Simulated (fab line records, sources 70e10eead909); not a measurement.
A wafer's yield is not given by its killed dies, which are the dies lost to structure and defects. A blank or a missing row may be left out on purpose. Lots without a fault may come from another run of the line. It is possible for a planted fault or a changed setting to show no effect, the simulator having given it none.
Comparing a struck lot with a sound one / flow nand-harc / 15 steps out of a route of 1159
Sound: these wafers, L450.1, L450.5, L450.6. Struck: wafers L455.1, L455.3, L455.4. At the end, the cause is stated.
Per side, at each step with rows, come the tool, then ch with its chambers, and then its first start. Under that, the readings that differ: sound wafers / struck wafers / difference of the means / sigmas: that difference in standard deviations of wafers without a fault.
alike: same words and numbers on both sides, and readings whose means sit less than 2 such deviations apart. not compared: any withheld reading, any reading some wafer has no value for, any bound like >300 that may hide the same value, and any number with overlapping values for which the record gives no deviation.
The two part at a step that has a row with sigmas, a row that says differs or no value, or rows on one side only. When numbers do not overlap yet have no deviation, they are printed without sigmas and do not part them. A reading missing from all wafers of one side parts the sides only when that side holds two or more wafers.

first, 1 step without rows for these wafers: NHARC_A_ONON_D1_DEP_12 (target thk 1000 nm).
NHARC_A_ONON_D1_THK_MEAS_14: measures by ellipsometry.
  sound: film-metro-02 at day 9 09:04; struck: film-metro-02 at day 11 13:11
  alike: thk-nm
then, 2 steps without rows for these wafers: NHARC_A_ONON_D1_ANNEAL_15 (time 3600 s); NHARC_A_ONON_D1_DEP_16 (target thk 1000 nm).
NHARC_A_ONON_D1_THK_MEAS_18: measures by ellipsometry.
  sound: film-metro-02 at day 9 18:00; struck: film-metro-01 at day 11 20:09
  alike: thk-nm
then, no rows for these wafers at 1 step: NHARC_A_ONON_D1_DEP_19 (target thk 1000 nm).
NHARC_A_ONON_D1_THK_MEAS_21: measures by ellipsometry.
  sound: film-metro-02 at day 9 18:34; struck: film-metro-01 at day 11 21:08
  alike: thk-nm
then, no rows for these wafers at 1 step: NHARC_A_ONON_D1_DEP_22 (target thk 1000 nm).
NHARC_A_ONON_D1_THK_MEAS_24: measures by ellipsometry.
  sound: film-metro-01 at day 9 19:09; struck: film-metro-02 at day 11 22:08
  alike: thk-nm
then, no rows for these wafers at 1 step: NHARC_A_ONON_D1_DEP_25 (target thk 1000 nm).
NHARC_A_ONON_D1_THK_MEAS_27: measures by ellipsometry.
  sound: film-metro-01 at day 9 19:44; struck: film-metro-01 at day 11 22:41
  alike: thk-nm
NHARC_A_ONON_D1_DEP_28: target thk 1000 nm.
  sound on pecvd-onon-03 ch 0, day 9 19:47; struck on pecvd-onon-01 ch 0, day 11 22:44
  alike: n2o-flow-sccm
NHARC_A_ONON_D1_THK_MEAS_30: measures by ellipsometry.
  sound: film-metro-01 at day 9 20:17; struck: film-metro-01 at day 11 23:16
reading=thk-nm (nm); sound=1006 1009 1008; struck=1587 1590 1591; difference=+582; sigmas=+48
NHARC_A_ONON_D1_DEP_33: deposits SiO2, target thk 200 nm.
  sound on pecvd-04 ch 0,1,2, day 9 20:24; struck on pecvd-02 ch 1,2, day 11 23:20
  alike: heater-power-w, mfc-precursor-sccm, throttle-valve-pct
-- jump in the record: it breaks off in module A_ONON_D1 and resumes in module END (first step shown: number 1159 of the route), and 12 days separate the struck wafers' starts before and after --
NHARC_END_SORT_01:
  sound on prober-01 ch 0, day 21 18:04; struck on prober-01 ch 0, day 23 21:34
reading=killed-at-array; sound=20 18 22; struck=673 673 667; difference=+651; sigmas=+65
reading=killed-dies; sound=25 20 24; struck=677 677 677; difference=+654; sigmas=+59
  alike: killed-at-other, killed-at-periphery, killed-open, killed-short

WHERE THEY PART
Earliest at NHARC_A_ONON_D1_THK_MEAS_30; latest, in this record, at NHARC_END_SORT_01.

WHY: what the simulator had put in
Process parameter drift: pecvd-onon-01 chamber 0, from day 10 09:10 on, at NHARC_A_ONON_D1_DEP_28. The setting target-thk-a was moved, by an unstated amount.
